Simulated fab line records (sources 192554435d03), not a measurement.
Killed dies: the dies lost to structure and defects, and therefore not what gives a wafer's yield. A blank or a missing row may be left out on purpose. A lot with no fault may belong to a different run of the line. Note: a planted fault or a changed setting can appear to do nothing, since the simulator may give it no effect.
Lot-split experiment    flow n5 finfet    7 lots, 21 wafers read, on a route of 1938 steps

## ABOUT THE SPLIT
At N5_BEOL_M2_ETCH_74 (etches underlayer in N2/H2, target depth 6.5 nm, time 5.2 s), the setting source w was moved away from the recipe's 840 W on 7 of the 21 wafers read, by -11.7% to +9.7%. For the rest of the wafers, this setting stayed at what the recipe calls for.

The reading comes from the split's own step.

## THE READING
rf vpp V, in V, at N5_BEOL_M2_ETCH_74 (etches underlayer in N2/H2, target depth 6.5 nm, time 5.2 s). Typical for fault-free wafers on this fab line: 525.5 V, with standard deviation 2.3 V.

wafer   tool, chamber at the split  source w as run, W  against the recipe  rf vpp V, V  against lot-mates on the recipe
L074.1  rie diel-04, 0              840                 recipe              521.5        -
L074.2  rie diel-04, 2              840                 recipe              524.4        -
L074.3  rie diel-04, 1              840                 recipe              526.6        -
L079.2  rie diel-01, 3              840                 recipe              524.9        -
L079.4  rie diel-01, 0              840                 recipe              528.7        -
L079.6  rie diel-01, 1              840                 recipe              524.2        -
L083.2  rie diel-05, 1              741.7               -11.7%              550.3        +24.7
L083.3  rie diel-05, 2              840                 recipe              525.6        -
L083.4  rie diel-05, 0              741.7               -11.7%              549.4        +23.8
L087.4  rie diel-05, 3              840                 recipe              527.0        -
L087.5  rie diel-05, 3              921.3               +9.7%               515.2        -11.6
L087.6  rie diel-05, 0              840                 recipe              526.6        -
L092.1  rie diel-05, 3              840                 recipe              528.4        -
L092.3  rie diel-05, 1              914.5               +8.9%               512.8        -15.6
L092.4  rie diel-05, 0              914.5               +8.9%               512.3        -16.1
L094.3  rie diel-05, 2              840                 recipe              526.2        -
L094.5  rie diel-05, 2              840                 recipe              524.5        -
L094.6  rie diel-05, 1              840                 recipe              526.6        -
L095.1  rie diel-04, 0              777.8               -7.4%               534.4        +8.3
L095.3  rie diel-04, 3              840                 recipe              526.1        -
L095.4  rie diel-04, 3              777.8               -7.4%               535.8        +9.7

THE FIT
A straight line over all 21 wafers: rf vpp V changes by -1.63 V for each +1% of source w; r = -0.96; the points scatter about the line by 2.6 V.
The same after taking each lot's own level away (the mean of its wafers on the recipe; 21 wafers): -1.72 V for each +1%; r = -0.97; scatter 2.5 V.
That fit puts the effect of the largest move of source w on the reading at 20 V.
From 524.17 to 528.40 V: that is the span of the lots' own levels, equal to 1.8 times the standard deviation above.
Hence the lot-to-lot level has little effect on the slope; both slopes agree.
Check: +18.9 V against its lot-mates is what the line predicts for one of the wafers moved furthest among these (-11.7%) when that wafer is left out of the fit. It came out at +24.7 V against them.
Tool readings at the split's step, against how far the setting was moved: rf vpp V r = -0.96.

## OTHER SPLITS ON THESE WAFERS
Note: prior to the reading, these wafers also went through further splits. Each is held against what the fit with the lots' levels taken away leaves over:
other split on the same wafers    wafers away from the commonest value  r with rf vpp V (lot level and that fit taken away)
N5_BEOL_M0_SAQP_COAT_34 spin rpm  7                                     -0.02
N5_BEOL_M0_CUTY_COAT_51 spin rpm  10                                    -0.10
N5_BEOL_M0_CUTY_DESCUM_61 time s  3                                     -0.18
N5_BEOL_M1_ETCH_64 time s         10                                    +0.04

## FILE'S OWN FIT
rf vpp V changes by -1.66 V for each +1% of source w, r = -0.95.
